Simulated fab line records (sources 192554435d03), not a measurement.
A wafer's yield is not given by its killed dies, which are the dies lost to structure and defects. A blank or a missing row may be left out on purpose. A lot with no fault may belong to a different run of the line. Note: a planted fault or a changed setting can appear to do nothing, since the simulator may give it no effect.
A struck lot beside a sound one + flow n5_finfet + 15 steps out of a route of 1938
Sound: the wafers L350.2, L350.4, L350.6. Struck: wafers L340.2, L340.5, L340.6. At the end, the cause is stated.
For every step that has rows: the tool of each side, followed by ch and its chambers, followed by its first start. Under that, the readings that differ: sound wafers + struck wafers + difference of the means + sigmas: that difference in standard deviations of wafers without a fault.
alike: readings whose means differ by less than 2 such deviations, and words and numbers that are the same on both sides. not compared: withheld readings, readings that some wafer has no value for, bounds like >300 that may hide the same value, and numbers for which the record gives no deviation and whose values overlap.
The two part at a step that has a row with sigmas, a row that says differs or no value, or rows on one side only. Non-overlapping numbers with no deviation appear without sigmas and do not part them. A reading that every wafer of one side lacks parts them only if that side has two wafers or more.

first, 1 step without rows for these wafers: N5_BEOL_M8_CURE_75 (cures SiCOH lowk, time 120 s).
N5_BEOL_M8_DEGAS_44: time 60 s.
  sound: pvd_sputter-02 at day 14 09:41; struck: pvd_sputter-01 at day 10 23:41
  alike: heater_power_w
then, 1 step without rows for these wafers: N5_BEOL_M8_PRE_CLEAN_45 (time 30 s).
N5_BEOL_M8_ALD_77: deposits TaN, target thk 2 nm, pulse time 2 s, purge time 3 s.
  sound on ald_metal-02 ch 0,1,3, day 14 09:51; struck on ald_metal-01 ch 1,2,3, day 10 23:49
  alike: heater_power_w
N5_BEOL_M8_SURFACE_TREAT_79:
  sound: pvd_sputter-01 at day 14 10:08; struck: pvd_sputter-03 at day 11 04:08
  not compared: throttle_valve_pct
then, 3 steps without rows for these wafers: N5_BEOL_M8_CVD_78 (deposits Co from CCTBA/H2, target thk 2 nm, time 142.3 s); N5_BEOL_M8_SPUTTER_48 (material Cu, target thk 10 nm, time 1.667 s); N5_BEOL_M8_ECD_50 (material Cu, target thk 300 nm).
N5_BEOL_M8_ANNEAL_51: time 90 s.
  sound on rtp_anneal-01 ch 0, day 14 12:23; struck on rtp_anneal-02 ch 0, day 11 05:22
| reading          | sound                | struck               | difference | sigmas |
|------------------|----------------------|----------------------|------------|--------|
| wafer_temp_C_max | 227.31 226.49 226.39 | 226.11 225.51 226.17 | -0.80      | -3     |
N5_BEOL_M8_CMP_52: polishes, stops on SiCOH lowk, t overpolish 6.9 s, target thk 80 nm.
  sound on cmp-01 ch 0,1,2, day 14 12:38; struck on cmp-02 ch 1,2, day 11 05:37
  alike: barrier_field_endpoint_s, motor_current_A, overpolish_run_s, time_to_endpoint_s
N5_BEOL_M8_THK_MEAS_53: measures by xrf.
  sound: film_metro-01 at day 14 12:56; struck: film_metro-01 at day 11 05:55
  alike: M8_THK
then, 1 step without rows for these wafers: N5_BEOL_M8_PRE_CLEAN_55 (time 15 s).
N5_BEOL_M8_DEP_56: deposits SiCN from 3MS/NH3, target thk 10 nm, time 17.5 s.
  sound on pecvd-03 ch 0,1, day 14 13:00; struck on pecvd-03 ch 1,2, day 11 06:12
  alike: rf_fwd_power_W, showerhead_plenum_p_Torr, throttle_valve_pct
N5_BEOL_M8_RS_MEAS_57: a four-point-probe measurement.
  sound: film_metro-01 at day 14 13:04; struck: film_metro-02 at day 11 06:17
  alike: M8_RS
-- a jump in the record: the struck wafers' starts before and after are 3 days apart (it breaks off in module BEOL_M8 and resumes in module PASSIVATION, where the first step shown is number 1936 of the route) --
N5_PASSIVATION_PROBE_49:
  sound: prober-02 at day 17 10:42; struck: prober-02 at day 14 07:37
  alike: defect_limited_yield, killed_at_M0_to_M3, killed_at_M4_up, killed_at_contacts, killed_at_front_end, killed_at_other, killed_dies, killed_open, killed_short, sort_bin_5_function, sort_bin_6_memory, sort_n_pass, sort_yield_pct

## WHERE THEY PART
Within this record, at N5_BEOL_M8_ANNEAL_51 only. Later steps at which nothing parts them and some readings are alike: N5_BEOL_M8_CMP_52, N5_BEOL_M8_THK_MEAS_53, N5_BEOL_M8_DEP_56, N5_BEOL_M8_RS_MEAS_57, N5_PASSIVATION_PROBE_49.

WHY: the cause the simulator had injected
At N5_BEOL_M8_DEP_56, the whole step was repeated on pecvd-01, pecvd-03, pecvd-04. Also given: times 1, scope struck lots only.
